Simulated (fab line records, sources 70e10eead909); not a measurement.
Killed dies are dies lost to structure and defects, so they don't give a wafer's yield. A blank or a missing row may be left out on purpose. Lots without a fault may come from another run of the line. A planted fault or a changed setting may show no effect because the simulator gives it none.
Chamber matching | flow nand_harc | NHARC_A_STAIRCASE_DEP_471 on pecvd-03: 3 sister chambers
The step deposits SiO2, target thk 100 nm. 3 wafers are shown with their chamber, then 11 later ones without.

WAFERS WITH THEIR CHAMBER
wafer  | chamber | throttle_valve_pct (%)
L089.4 | 0       | 15.4
L089.5 | 2       | 16.7
L093.1 | 1       | 15.3

WAFERS WITHOUT THEIR CHAMBER
wafer  | throttle_valve_pct (%)
L093.5 | 16.4
L093.6 | 15.5
L094.2 | 15.5
L094.4 | 15.8
L094.6 | 16.9
L095.3 | 15.6
L095.5 | 16.5
L095.6 | 15.1
L097.2 | 15.3
L097.3 | 15.4
L097.5 | 15.2

WHICH CHAMBER EACH WENT THROUGH
wafer  | from the rows above     | in truth
L093.5 | 2                       | 2
L093.6 | can't be placed: 0 or 1 | 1
L094.2 | can't be placed: 0 or 1 | 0
L094.4 | can't be placed: 0 or 1 | 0
L094.6 | 2                       | 2
L095.3 | can't be placed: 0 or 1 | 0
L095.5 | 2                       | 2
L095.6 | can't be placed: 1 or 0 | 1
L097.2 | can't be placed: 1 or 0 | 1
L097.3 | can't be placed: 0 or 1 | 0
L097.5 | can't be placed: 1 or 0 | 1
Placed correctly: 3 of 11. Can't be placed from these rows: 8 (the true chamber is among the candidates in 8). Placed wrongly: 0.
How it was worked out, from the rows above alone: a wafer's distance from a chamber is the root of the sum, over the readings, of the square of ((its reading less the chamber's mean) divided by the reading's scatter). The wafer belongs to the nearest chamber; if the next one is less than 2 further off, it can't be placed. A chamber's mean is the mean of its shown wafers. The scatter: with one shown wafer a chamber, the root of the mean of the squares of how far each hidden wafer lies from its nearest shown one.
